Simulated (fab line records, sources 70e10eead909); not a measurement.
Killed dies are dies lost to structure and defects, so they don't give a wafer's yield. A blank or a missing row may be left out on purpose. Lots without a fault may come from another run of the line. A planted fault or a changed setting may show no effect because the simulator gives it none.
fab line records | flow nand_harc
record lots=24 wafers=72 last_day=33
route steps=1302 shown A_ONON_D1@439 A_CHANNEL_HOLE_D1@467 A_CHANNEL_FILL_D1@499
lots that met no fault: from a run of the same line without faults
start_h: hours from the record's first day to the start of the lot's first wafer shown | wait_h: hours since the lot's step before | " the same as in the row above | L1.1+2: a row that stands for several wafers | - no value, or no start given | * or withheld: withheld | < > ~ a bound
route shown NAME@n: a module of which the file shows steps, and the number in the route of the first | usual: mean/standard deviation of fault-free wafers | same: alike in all rows | chamber/n: place in a boat | sites: the reading at each site | _std_site: their standard deviation | _edge_site: outer sites' mean less inner sites' | radius_mm: how far each site lies from the wafer's centre | mask NAME#n: copy n | behind: the tool/chamber that last shaped the wafer | hold: why the lot was held/for how many hours/how that ended | device: the transistor (n, p or np) that didn't switch | end of line: the same wafers' tests at the end of the route | a step without rows: its recipe alone | killed: dies lost to structure and defects at the first sort, not the wafer's yield | map: a wafer's dies, x killed, . not, _ none there
set.NAME: the setting as run; set.NAME@STEP: as run at that earlier step | model.NAME: the simulator's own value behind a step, which no gauge read
steps of the route over a sample of lots; a table a step, a row a wafer
services: from which hour (start_h, from the record's first day; less than 0 if before it) a tool's chamber was out of use, for how many hours, and why
## steps
# step NHARC_A_ONON_D1_THK_MEAS_21
# recipe thk_meas_gauge=ellipsometry
# usual thk_nm=998/9.9
# columns lot.wafer tool chamber start_h wait_h thk_nm
L074.1 film_metro-02 - 166.96 - 998
L074.5 " - " " 998
L074.6 " - " " 999
L075.3 film_metro-02 - 182.73 - 1015
L075.4 " - " " 1013
L075.6 " - " " 1015
L076.1 film_metro-02 - 182.73 - 1013
L076.3 " - " " 1013
L076.6 " - " " 1013
L077.3 film_metro-02 - 205.06 - 991
L077.4 " - " " 990
L077.6 " - " " 993
L078.1 film_metro-01 - 205.08 - 969
L078.2 " - " " 969
L078.6 " - " " 969
L079.2 film_metro-02 - 221.60 - 988
L079.3 " - " " 988
L079.6 " - " " 987
L080.1 film_metro-02 - 235.21 - 1002
L080.2 " - " " 1000
L080.4 " - " " 1000
L081.3 film_metro-01 - 241.40 - 1002
L081.5 " - " " 1001
L081.6 " - " " 999
L082.3 film_metro-01 - 257.48 - 1000
L082.5 " - " " 1003
L082.6 " - " " 1003
L083.2 film_metro-01 - 265.30 - 997
L083.3 " - " " 994
L083.4 " - " " 996
L084.3 film_metro-01 - 271.97 - 996
L084.5 " - " " 998
L084.6 " - " " 995
L085.1 film_metro-01 - 284.42 - 990
L085.2 " - " " 992
L085.6 " - " " 991
L086.4 film_metro-01 - 292.38 - 997
L086.5 " - " " 995
L086.6 " - " " 997
L087.1 film_metro-01 - 301.96 - 996
L087.4 " - " " 996
L087.6 " - " " 996
L088.1 film_metro-01 - 324.12 - 989
L088.2 " - " " 988
L088.3 " - " " 990
L089.3 film_metro-02 - 324.26 - 1012
L089.5 " - " " 1012
L089.6 " - " " 1012
L090.3 film_metro-01 - 334.53 - 998
L090.4 " - " " 998
L090.6 " - " " 998
L091.1 film_metro-02 - 343.90 - 995
L091.3 " - " " 996
L091.5 " - " " 996
L092.3 film_metro-01 - 355.63 - 990
L092.4 " - " " 991
L092.6 " - " " 990
L093.3 film_metro-02 - 372.23 - 1014
L093.4 " - " " 1012
L093.5 " - " " 1012
L094.1 film_metro-01 - 382.81 - 1006
L094.2 " - " " 1005
L094.5 " - " " 1006
L095.4 film_metro-01 - 405.52 - 1005
L095.5 " - " " 1004
L095.6 " - " " 1002
L096.2 film_metro-02 - 409.47 - 1005
L096.3 " - " " 1005
L096.5 " - " " 1004
L097.3 film_metro-02 - 409.62 - 1001
L097.4 " - " " 1005
L097.5 " - " " 1002
# step NHARC_A_ONON_D1_DEP_33
# recipe target_thk_a=2000 temp_c=400 pressure_torr=6.5 rf_w=900 teos_flow_sccm=161.4 flow_sccm=2650 target_thk_nm=200 gas=O2 material=SiO2
# usual flow_sccm=2650/8.7 heater_power_outer_w=291/79 heater_power_w=519/76 throttle_valve_pct=16.1/0.7
# columns lot.wafer tool chamber start_h wait_h flow_sccm heater_power_outer_w heater_power_w throttle_valve_pct
L074.1 pecvd-03 0 168.77 0.1 2645 245 488 17.2
L074.6 " 2 " " 2647 382 635 15.9
L074.5 " 1 " " 2645 176 462 16.1
L076.3 pecvd-01 1 184.49 0.1 2653 313 541 15.4
L076.1 " 2 " " 2652 292 518 15.9
L076.6 " 1 " " 2651 312 551 15.3
L075.3 pecvd-03 1 184.52 0.1 2650 139 396 16.3
L075.4 " 1 " " 2661 151 407 15.9
L075.6 " 0 " " 2643 196 432 17.2
L078.2 pecvd-03 1 206.85 0.1 2653 231 509 16.1
L078.1 " 2 " " 2650 317 501 14.9
L078.6 " 1 " " 2655 130 368 16.0
L077.3 pecvd-01 0 206.86 0.1 2669 432 627 16.6
L077.4 " 2 " " 2661 287 522 16.0
L077.6 " 0 " " 2653 432 633 16.6
L079.2 pecvd-03 2 223.36 0.1 2651 326 525 15.0
L079.3 " 1 " " 2640 188 455 16.3
L079.6 " 0 " " 2650 241 472 17.4
L080.2 pecvd-01 1 236.97 0.1 2656 236 461 15.6
L080.1 " 2 " " 2659 279 514 15.8
L080.4 " 1 " " 2659 252 471 15.6
L081.3 pecvd-01 1 243.28 0.1 2636 314 560 15.8
L081.6 " 2 " " 2656 248 472 16.0
L081.5 " 1 " " 2649 320 555 15.4
L082.3 pecvd-01 2 259.33 0.1 2656 265 484 16.1
L082.6 " 1 " " 2632 243 451 15.5
L082.5 " 2 " " 2641 275 505 16.1
L083.2 pecvd-02 0 267.12 0.1 2665 330 617 15.9
L083.4 " 2 " " 2642 291 520 15.1
L083.3 " 0 " " 2639 339 621 16.3
L084.3 pecvd-02 1 273.82 0.1 2659 277 512 16.5
L084.6 " 2 " " 2661 318 556 15.3
L084.5 " 0 " " 2638 380 691 15.8
L085.2 pecvd-01 0 286.22 0.1 2648 372 553 16.7
L085.1 " 1 " " 2650 259 493 15.2
L085.6 " 2 " " 2646 267 497 16.1
L086.4 pecvd-03 0 294.26 0.2 2632 165 356 17.2
L086.5 " 1 " " 2644 211 481 16.1
L086.6 " 2 " " 2655 367 567 15.1
L087.1 pecvd-01 0 303.76 0.1 2659 351 510 17.2
L087.4 " 0 " " 2659 353 517 16.7
L087.6 " 1 " " 2649 309 539 15.7
L088.3 pecvd-01 1 325.89 0.1 2656 249 480 15.5
L088.1 " 2 " " 2658 316 532 15.2
L088.2 " 0 " " 2664 399 600 16.9
L089.3 pecvd-02 1 326.22 0.3 2643 308 554 16.5
L089.6 " 0 " " 2648 368 666 16.1
L089.5 " 1 " " 2658 314 570 16.2
L090.3 pecvd-01 2 336.29 0.1 2655 275 492 15.6
L090.6 " 2 " " 2649 275 496 15.6
L090.4 " 1 " " 2640 213 434 15.7
L091.1 pecvd-03 1 345.71 0.1 2660 189 445 16.1
L091.3 " 2 " " 2653 361 572 15.3
L091.5 " 0 " " 2637 222 441 17.3
L092.3 pecvd-03 2 357.43 0.1 2651 368 561 15.1
L092.6 " 1 " " 2655 160 416 16.2
L092.4 " 0 " " 2647 218 439 17.5
L093.3 pecvd-01 2 374.03 0.1 2659 272 496 15.7
L093.5 " 1 " " 2647 248 475 15.5
L093.4 " 0 " " 2658 349 505 17.0
L094.1 pecvd-02 2 384.61 0.1 2652 294 516 15.2
L094.2 " 0 " " 2650 318 593 16.4
L094.5 " 1 " " 2651 346 613 16.4
L095.6 pecvd-03 0 407.42 0.2 2644 230 474 17.2
L095.4 " 1 " " 2649 169 400 16.3
L095.5 " 2 " " 2656 290 473 15.0
L096.2 pecvd-01 1 411.23 0.1 2660 256 498 15.8
L096.3 " 0 " " 2676 457 661 16.8
L096.5 " 1 " " 2647 266 521 15.9
L097.3 pecvd-03 1 411.42 0.1 2661 147 378 16.2
L097.5 " 1 " " 2656 154 389 16.4
L097.4 " 2 " " 2645 278 476 14.8
# step NHARC_A_CHANNEL_HOLE_D1_ETCH_39
# recipe target_depth_a=2600 over_etch_frac=0.3 time_s=325 ion_energy_ev=200 n2_flow_sccm=150 h2_flow_sccm=150 ar_flow_sccm=0 rf_w=400 bias_w=150 chemistry=N2/H2
# usual drypump_motor_current_A=5.8/0.45 oes_product_au=1.000/0.01 rf_vpp_V=431/3.1 showerhead_plenum_p_Torr=2.05/0.11 throttle_valve_pct=14.170/0.0089
# columns lot.wafer tool chamber start_h wait_h drypump_motor_current_A oes_product_au rf_hours_counter_h rf_vpp_V showerhead_plenum_p_Torr throttle_valve_pct
L074.1 rie_diel-06 1 - - 5.7 1.001 3 434 2.17 14.176
L074.6 " 3 " " 5.3 0.983 - 434 2.16 14.168
L074.5 " 0 " " 6.5 1.000 - 428 1.97 14.161
L076.3 rie_diel-13 2 - - 6.6 1.005 3 429 2.01 14.159
L076.1 " 3 " " 5.6 1.000 3 428 1.96 14.165
L076.6 " 2 " " 6.7 1.002 - 429 2.01 14.182
L075.4 rie_diel-06 3 - - 5.3 0.992 3 434 2.16 14.172
L075.3 " 0 " " 6.5 0.991 3 428 1.96 14.173
L075.6 " 3 " " 5.3 0.997 - 433 2.16 14.165
L077.3 rie_diel-13 0 - - 5.5 0.972 9 425 1.89 14.180
L077.6 " 3 " " 5.5 0.998 - 429 1.95 14.173
L077.4 " 0 " " 5.5 0.975 - 427 1.89 14.172
L078.1 rie_diel-13 1 - - 5.4 1.001 9 428 1.95 14.160
L078.2 " 3 " " 5.5 0.999 9 426 1.95 14.171
L078.6 " 0 " " 5.5 0.974 - 427 1.89 14.159
L079.2 rie_diel-06 0 - - 6.4 0.987 5 427 1.96 14.163
L079.3 " 2 " " 6.1 1.012 6 434 2.15 14.146
L079.6 " 2 " " 6.2 1.006 - 432 2.16 14.155
L080.1 rie_diel-06 0 - - 6.5 0.994 7 429 1.96 14.175
L080.4 " 1 " " 5.8 0.999 7 435 2.16 14.167
L080.2 " 3 " " 5.3 0.999 8 432 2.15 14.170
L081.3 rie_diel-06 3 - - 5.3 0.991 8 433 2.15 14.176
L081.5 " 3 " " 5.3 0.994 - 434 2.15 14.162
L081.6 " 0 " " 6.5 0.985 - 428 1.96 14.182
L082.3 rie_diel-06 1 - - 5.7 1.006 9 435 2.16 14.169
L082.6 " 0 " " 6.5 0.990 - 428 1.96 14.178
L082.5 " 1 " " 5.7 0.995 - 436 2.16 14.165
L083.4 rie_diel-13 0 - - 5.5 0.989 26 427 1.88 14.164
L083.2 " 1 " " 5.4 0.998 26 428 1.94 14.180
L083.3 " 2 " " 6.6 1.000 29 430 2.00 14.177
L084.3 rie_diel-06 2 - - 6.1 1.013 11 435 2.15 14.175
L084.6 " 2 " " 6.2 1.021 - 433 2.15 14.159
L084.5 " 3 " " 5.3 0.996 - 434 2.15 14.175
L085.1 rie_diel-12 3 - - 5.9 0.997 6 432 2.06 14.164
L085.2 " 0 " " 5.6 1.017 6 427 1.93 14.173
L085.6 " 2 " " 6.0 1.006 - 432 2.12 14.170
L086.4 rie_diel-06 2 - - 6.1 1.003 12 433 2.15 14.179
L086.5 " 3 " " 5.3 1.000 - 434 2.15 14.157
L086.6 " 0 " " 6.5 0.997 - 428 1.96 14.166
L087.4 rie_diel-13 0 - - 5.5 1.000 43 426 1.88 14.170
L087.1 " 3 " " 5.5 1.009 46 428 1.94 14.170
L087.6 " 0 " " 5.5 0.993 - 426 1.88 14.170
L088.3 rie_diel-06 0 - - 6.5 0.997 1 429 1.96 14.172
L088.2 " 1 " " 5.7 1.014 1 435 2.16 14.167
L088.1 " 2 " " 6.2 1.012 1 434 2.15 14.169
L089.3 rie_diel-12 3 - - 5.9 0.988 20 431 2.05 14.168
L089.5 " 1 " " 5.4 0.994 - 426 1.91 14.157
L089.6 " 2 " " 6.0 0.995 - 433 2.12 14.182
L090.3 rie_diel-06 1 - - 5.8 0.999 2 434 2.16 14.179
L090.4 " 3 " " 5.3 1.012 2 433 2.15 14.182
L090.6 " 1 " " 5.7 1.005 - 432 2.16 14.169
L091.3 rie_diel-06 0 - - 6.5 0.997 3 429 1.96 14.187
L091.1 " 2 " " 6.1 1.013 3 432 2.15 14.164
L091.5 " 0 " " 6.5 0.997 - 428 1.96 14.174
L092.4 rie_diel-06 3 - - 5.3 0.993 4 434 2.15 14.168
L092.3 " 0 " " 6.5 0.977 4 428 1.96 14.164
L092.6 " 3 " " 5.3 0.994 - 433 2.15 14.173
L093.4 rie_diel-06 1 - - 5.8 1.008 6 434 2.16 14.167
L093.3 " 2 " " 6.2 1.008 6 434 2.15 14.164
L093.5 " 1 " " 5.7 0.997 - 434 2.16 14.181
L094.1 rie_diel-13 3 - - 5.5 1.007 19 428 1.93 14.164
L094.2 " 1 " " 5.4 1.005 16 427 1.93 14.178
L094.5 " 0 " " 5.5 1.009 - 435 2.21 14.161
L095.4 rie_diel-13 2 - - 6.6 1.014 24 429 1.98 14.157
L095.6 " 2 " " 6.6 1.017 - 428 1.98 14.177
L095.5 " 3 " " 5.5 1.010 - 427 1.93 14.174
L096.3 rie_diel-06 1 - - 5.7 1.007 8 434 2.16 14.174
L096.2 " 0 " " 6.5 0.987 8 428 1.96 14.179
L096.5 " 1 " " 5.7 1.002 - 434 2.16 14.167
L097.3 rie_diel-12 1 - - 5.4 0.998 47 426 1.90 14.172
L097.5 " 3 " " 5.9 1.001 - 432 2.04 14.175
L097.4 " 0 " " 5.6 1.017 - 428 1.92 14.170
# step NHARC_A_CHANNEL_HOLE_D1_CD_MEAS_18
# usual cd_nm=100.1/2.2
# columns lot.wafer tool chamber start_h wait_h cd_nm
L074.1 cd_sem-03 - 174.57 - 100.8
L074.5 " - " " 97.7
L074.6 " - " " 101.4
L075.3 cd_sem-02 - 190.49 - 99.6
L075.4 " - " " 100.1
L075.6 " - " " 97.9
L076.1 cd_sem-01 - 190.96 - 95.1
L076.3 " - " " 96.9
L076.6 " - " " 97.0
L077.3 cd_sem-01 - 211.94 - 97.6
L077.4 " - " " 98.5
L077.6 " - " " 95.9
L078.1 cd_sem-01 - 212.61 - 101.1
L078.2 " - " " 97.9
L078.6 " - " " 100.3
L079.2 cd_sem-01 - 228.01 - 98.1
L079.3 " - " " 102.0
L079.6 " - " " 100.3
L080.1 cd_sem-02 - 241.43 - 98.7
L080.2 " - " " 101.5
L080.4 " - " " 102.1
L081.3 cd_sem-01 - 248.14 - 97.3
L081.5 " - " " 96.1
L081.6 " - " " 100.1
L082.3 cd_sem-02 - 265.20 - 103.2
L082.5 " - " " 102.0
L082.6 " - " " 102.1
L083.2 cd_sem-02 - 271.70 - 102.0
L083.3 " - " " 99.7
L083.4 " - " " 99.5
L084.3 cd_sem-02 - 278.09 - 99.8
L084.5 " - " " 102.9
L084.6 " - " " 102.4
L085.1 cd_sem-01 - 291.68 - 98.6
L085.2 " - " " 99.8
L085.6 " - " " 100.0
L086.4 cd_sem-02 - 300.51 - 98.7
L086.5 " - " " 99.6
L086.6 " - " " 99.6
L087.1 cd_sem-01 - 315.31 - 98.0
L087.4 " - " " 98.8
L087.6 " - " " 102.3
L088.1 cd_sem-02 - 331.66 - 99.6
L088.2 " - " " 98.3
L088.3 " - " " 103.0
L089.3 cd_sem-03 - 332.41 - 99.3
L089.5 " - " " 96.1
L089.6 " - " " 97.8
L090.3 cd_sem-03 - 340.65 - 104.1
L090.4 " - " " 97.2
L090.6 " - " " 100.1
L091.1 cd_sem-03 - 352.69 - 101.1
L091.3 " - " " 99.0
L091.5 " - " " 101.9
L092.3 cd_sem-01 - 362.30 - 99.6
L092.4 " - " " 104.0
L092.6 " - " " 99.2
L093.3 cd_sem-01 - 383.57 - 104.2
L093.4 " - " " 99.3
L093.5 " - " " 104.7
L094.1 cd_sem-03 - 392.59 - 96.4
L094.2 " - " " 98.0
L094.5 " - " " 99.0
L095.4 cd_sem-01 - 412.47 - 100.7
L095.5 " - " " 100.4
L095.6 " - " " 102.3
L096.2 cd_sem-02 - 415.61 - 105.3
L096.3 " - " " 100.5
L096.5 " - " " 105.1
L097.3 cd_sem-03 - 416.12 - 96.6
L097.4 " - " " 100.6
L097.5 " - " " 105.0
# step NHARC_A_CHANNEL_HOLE_D1_ETCH_22
# recipe bias_v=3000 source_w=withheld pressure_mtorr=20 time_s=666.7 ar_flow_sccm=375 c4f8_flow_sccm=89.3 o2_flow_sccm=35.7 temp_c=-20 target_depth_a=16000 chemistry=C4F8/O2/Ar
# usual drypump_motor_current_A=6.0/0.6 o2_flow_sccm=35.70/0.11 showerhead_plenum_p_Torr=3.67/0.13 throttle_valve_pct=32.154/0.0098
# columns lot.wafer tool chamber start_h wait_h drypump_motor_current_A o2_flow_sccm rf_hours_counter_h showerhead_plenum_p_Torr throttle_valve_pct
L074.1 har_etch-02 1 175.52 0.4 6.7 35.77 296 3.72 32.159
L074.5 " 1 " " 6.8 35.78 - 3.72 32.139
L074.6 " 0 " " 6.1 35.79 - 3.43 32.154
L075.4 har_etch-01 0 191.62 0.4 6.0 35.86 - 3.73 32.147
L075.3 " 1 " " 5.0 35.49 - 3.73 32.160
L075.6 " 1 " " 5.1 35.51 - 3.74 32.159
L076.1 har_etch-02 0 191.90 0.4 6.1 35.83 307 3.42 32.157
L076.3 " 1 " " 6.7 35.73 - 3.72 32.145
L076.6 " 0 " " 6.0 35.86 - 3.42 32.151
L077.4 har_etch-01 0 215.15 0.4 6.0 35.67 - 3.73 32.146
L077.3 " 1 " " 5.1 35.78 - 3.73 32.161
L077.6 " 0 " " 6.0 35.77 - 3.73 32.145
L078.1 har_etch-02 0 218.89 0.4 6.1 35.59 319 3.41 32.138
L078.2 " 1 " " 6.7 35.68 319 3.71 32.141
L078.6 " 0 " " 6.1 35.66 - 3.41 32.164
L079.2 har_etch-02 1 229.03 0.4 6.7 35.65 326 3.71 32.160
L079.3 " 0 " " 6.1 35.67 - 3.41 32.146
L079.6 " 0 " " 6.1 35.68 - 3.41 32.152
L080.2 har_etch-02 0 242.37 0.4 6.1 35.66 334 3.41 32.157
L080.1 " 1 " " 6.7 35.79 334 3.70 32.174
L080.4 " 0 " " 6.1 35.59 - 3.41 32.164
L081.3 har_etch-01 1 249.26 0.4 5.1 35.80 - 3.72 32.172
L081.6 " 1 " " 5.1 35.78 - 3.72 32.146
L081.5 " 0 " " 6.0 35.70 - 3.72 32.160
L082.3 har_etch-01 1 266.32 0.4 5.1 35.76 - 3.71 32.152
L082.6 " 1 " " 5.1 35.63 - 3.71 32.155
L082.5 " 0 " " 6.0 35.68 - 3.71 32.118
L083.2 har_etch-02 1 272.65 0.4 6.7 35.80 349 3.69 32.160
L083.3 " 1 " " 6.7 35.80 - 3.69 32.153
L083.4 " 0 " " 6.1 35.73 - 3.40 32.167
L084.3 har_etch-02 0 280.92 0.4 6.1 35.58 - 3.39 32.157
L084.5 " 1 " " 6.8 35.67 - 3.69 32.142
L084.6 " 0 " " 6.1 35.66 - 3.39 32.159
L085.2 har_etch-01 1 292.61 0.4 5.0 35.71 146 3.70 32.166
L085.1 " 0 " " 6.0 35.85 146 3.70 32.153
L085.6 " 0 " " 6.0 35.49 - 3.70 32.150
L086.4 har_etch-02 1 303.73 0.9 6.7 35.54 - 3.68 32.158
L086.5 " 1 " " 6.7 35.77 - 3.68 32.147
L086.6 " 1 " " 6.7 35.79 - 3.68 32.181
L087.1 har_etch-01 0 318.20 0.4 6.0 35.77 165 3.69 32.152
L087.4 " 1 " " 5.0 35.61 - 3.69 32.163
L087.6 " 1 " " 5.0 35.80 - 3.69 32.153
L088.1 har_etch-02 1 332.61 0.4 6.8 35.46 391 3.67 32.151
L088.2 " 0 " " 6.0 35.70 368 3.93 32.174
L088.3 " 1 " " 6.7 35.64 - 3.67 32.146
L089.3 har_etch-01 1 334.04 0.4 5.1 35.57 - 3.69 32.161
L089.6 " 0 " " 6.0 35.75 - 3.69 32.159
L089.5 " 1 " " 5.0 35.75 - 3.69 32.157
L090.3 har_etch-01 1 341.78 0.4 5.1 35.77 - 3.69 32.133
L090.4 " 0 " " 6.0 35.59 - 3.69 32.158
L090.6 " 1 " " 5.0 35.67 - 3.69 32.162
L091.1 har_etch-02 0 356.49 0.4 6.1 35.67 383 3.92 32.163
L091.3 " 1 " " 6.7 35.74 - 3.66 32.141
L091.5 " 1 " " 6.7 35.52 - 3.66 32.156
L092.3 har_etch-02 0 363.43 0.4 6.1 35.80 - 3.92 32.154
L092.4 " 1 " " 6.7 35.86 - 3.66 32.156
L092.6 " 0 " " 6.1 35.80 - 3.92 32.156
L093.4 har_etch-01 0 384.71 0.4 6.0 35.78 - 3.68 32.147
L093.3 " 1 " " 5.0 35.45 - 3.68 32.149
L093.5 " 0 " " 6.0 35.62 - 3.68 32.144
L094.2 har_etch-02 0 399.51 0.4 6.0 35.57 4 3.91 32.128
L094.1 " 1 " " 6.7 35.69 4 3.65 32.154
L094.5 " 0 " " 6.0 35.48 - 3.91 32.167
L095.4 har_etch-01 1 413.60 0.4 5.0 35.83 - 3.66 32.167
L095.6 " 1 " " 5.0 35.55 - 3.66 32.154
L095.5 " 0 " " 5.9 35.68 - 3.66 32.153
L096.2 har_etch-02 1 416.55 0.4 6.7 35.68 16 3.65 32.161
L096.3 " 0 " " 6.1 35.63 - 3.91 32.157
L096.5 " 1 " " 6.7 35.91 - 3.65 32.160
L097.3 har_etch-01 0 417.76 0.4 5.9 35.60 - 3.66 32.139
L097.4 " 1 " " 5.1 35.75 - 3.66 32.144
L097.5 " 0 " " 6.0 35.60 - 3.66 32.163
# step NHARC_A_CHANNEL_FILL_D1_ETCHBACK_19
# recipe target_depth_a=50 time_s=1.7 hbr_flow_sccm=150 cl2_flow_sccm=50 rf_w=400 icp_w=400 bias_w=100 chemistry=HBr/Cl2
# usual drypump_motor_current_A=5.8/0.5 mfc_cl2_sccm=50.01/0.16 oes_product_au=0.999/0.012 throttle_valve_pct=26.406/0.009
# columns lot.wafer tool chamber start_h wait_h drypump_motor_current_A mfc_cl2_sccm oes_product_au rf_hours_counter_h throttle_valve_pct
L074.1 rie_si-02 0 205.26 0.4 5.6 50.01 0.981 0.54 26.403
L074.6 " 0 " " 5.6 50.03 0.994 - 26.417
L074.5 " 1 " " 5.2 49.85 0.991 - 26.407
L075.3 rie_si-02 0 221.32 0.4 5.6 50.09 1.002 0.59 26.404
L075.4 " 2 " " 6.6 50.10 1.012 0.65 26.403
L075.6 " 0 " " 5.6 49.99 1.005 - 26.415
L076.1 rie_si-01 3 221.32 0.4 6.1 50.20 0.995 0.13 26.384
L076.3 " 1 " " 5.9 50.31 0.975 0.10 26.395
L076.6 " 3 " " 6.1 49.99 0.988 - 26.417
L077.4 rie_si-03 2 245.05 0.4 5.6 50.01 1.010 0.05 26.413
L077.3 " 3 " " 5.7 49.89 0.987 0.10 26.397
L077.6 " 1 " " 6.7 50.15 0.992 - 26.411
L078.1 rie_si-01 1 248.65 0.4 5.9 50.01 0.989 0.31 26.387
L078.2 " 0 " " 5.6 49.61 0.995 0.32 26.395
L078.6 " 2 " " 6.2 50.02 0.991 - 26.405
L079.3 rie_si-03 3 258.13 0.4 5.7 50.02 0.990 0.13 26.404
L079.2 " 0 " " 5.5 50.06 1.008 0.15 26.388
L079.6 " 3 " " 5.7 50.14 0.994 - 26.398
L080.2 rie_si-02 3 272.58 0.4 5.2 49.94 1.014 1.02 26.401
L080.4 " 1 " " 5.2 50.04 1.000 1.03 26.400
L080.1 " 2 " " 6.6 50.04 1.009 1.03 26.412
L081.3 rie_si-03 3 279.79 0.4 5.7 50.25 0.997 0.25 26.412
L081.6 " 0 " " 5.5 49.93 0.998 - 26.416
L081.5 " 1 " " 6.7 49.93 0.984 - 26.403
L083.3 rie_si-02 0 301.12 0.4 5.6 50.00 0.998 0.02 26.415
L083.2 " 1 " " 5.2 50.11 1.008 0.02 26.427
L083.4 " 2 " " 6.6 50.02 1.005 0.05 26.402
L082.3 rie_si-01 3 301.14 0.4 6.1 50.09 1.004 0.73 26.411
L082.5 " 1 " " 5.9 49.84 0.980 - 26.412
L082.6 " 2 " " 6.2 49.75 0.982 - 26.407
L084.3 rie_si-02 3 313.07 0.4 5.2 50.08 1.021 0.12 26.407
L084.6 " 2 " " 6.6 49.78 1.012 - 26.398
L084.5 " 3 " " 5.2 50.07 1.018 - 26.408
L085.1 rie_si-03 3 322.16 0.4 5.7 50.11 0.996 0.44 26.407
L085.2 " 0 " " 5.5 49.92 1.005 0.50 26.409
L085.6 " 2 " " 5.6 49.91 1.007 - 26.414
L086.4 rie_si-03 0 337.39 0.4 5.5 49.61 0.994 0.56 26.413
L086.5 " 1 " " 6.7 50.12 0.988 - 26.416
L086.6 " 2 " " 5.6 50.11 0.993 - 26.404
L087.1 rie_si-02 3 347.75 0.4 5.2 49.90 1.025 0.33 26.406
L087.4 " 0 " " 5.6 50.18 0.991 0.28 26.391
L087.6 " 0 " " 5.6 50.12 0.995 - 26.405
L088.3 rie_si-03 3 361.67 0.4 5.7 49.53 0.990 0.64 26.407
L088.1 " 0 " " 5.5 49.80 1.009 0.66 26.406
L088.2 " 1 " " 6.7 50.43 0.981 0.65 26.408
L089.3 rie_si-02 3 361.68 0.4 5.2 50.23 1.014 0.48 26.433
L089.6 " 2 " " 6.6 50.03 1.012 - 26.414
L089.5 " 3 " " 5.2 50.06 1.014 - 26.411
L090.3 rie_si-02 1 370.43 0.4 5.2 49.97 1.008 0.48 26.404
L090.4 " 2 " " 6.6 49.92 0.999 0.59 26.407
L090.6 " 0 " " 5.6 50.26 0.989 - 26.426
L091.1 rie_si-01 3 385.92 0.4 6.1 49.98 1.011 0.02 26.406
L091.3 " 0 " " 5.6 49.93 0.995 0.05 26.398
L091.5 " 3 " " 6.1 49.91 1.013 - 26.408
L092.3 rie_si-03 1 392.65 0.4 6.7 50.08 0.994 0.77 26.396
L092.4 " 0 " " 5.5 49.88 1.006 0.83 26.421
L092.6 " 1 " " 6.7 49.89 0.981 - 26.397
L093.4 rie_si-02 1 413.49 0.4 5.2 49.94 1.000 0.73 26.401
L093.3 " 2 " " 6.6 49.94 1.011 0.88 26.405
L093.5 " 0 " " 5.6 50.26 0.987 - 26.410
L094.1 rie_si-01 0 428.42 0.4 5.6 50.07 0.990 0.29 26.393
L094.2 " 2 " " 6.2 50.09 0.992 0.33 26.397
L094.5 " 0 " " 5.6 50.12 0.986 - 26.397
L096.3 rie_si-02 0 442.61 0.4 5.6 50.14 0.988 0.95 26.421
L096.2 " 2 " " 6.6 49.86 1.018 1.08 26.414
L096.5 " 0 " " 5.6 50.32 0.982 - 26.390
L097.4 rie_si-03 2 442.61 0.4 5.6 50.28 1.012 0.21 26.411
L097.3 " 0 " " 5.5 49.77 0.992 0.24 26.402
L097.5 " 2 " " 5.6 49.94 1.016 - 26.403
L095.4 rie_si-01 1 442.62 0.4 5.9 50.02 1.008 0.40 26.413
L095.5 " 3 " " 6.1 50.23 1.003 - 26.397
L095.6 " 0 " " 5.5 49.93 0.990 - 26.414
## services
# columns tool chamber start_h hours kind
pecvd-03 - 151.22 1.7 repair
rie_diel-06 - 152.03 5.1 repair
har_etch-01 - 160.39 2.9 repair
pecvd-03 - 193.25 13.0 pm
pecvd-01 - 210.73 13.2 repair
rie_si-03 - 221.00 9.0 pm
har_etch-01 - 223.93 0.5 repair
rie_diel-06 1 226.15 4.3 repair
rie_diel-06 - 226.25 0.2 repair
rie_si-02 0 236.96 12.0 repair
pecvd-03 - 244.12 1.5 repair
pecvd-01 - 266.16 0.3 repair
rie_diel-06 - 271.00 0.3 repair
rie_si-02 - 277.00 9.0 pm
rie_diel-06 - 307.20 9.0 pm
pecvd-01 - 312.73 13.0 pm
rie_diel-06 0 318.28 5.5 repair
pecvd-01 2 350.43 2.0 repair
pecvd-03 - 374.25 13.0 pm
pecvd-01 0 377.80 2.0 repair
har_etch-02 - 377.84 17.0 pm
rie_diel-06 2 404.67 1.7 repair
rie_si-02 0 415.83 2.7 repair
pecvd-03 1 427.09 3.8 repair
## key
fault none
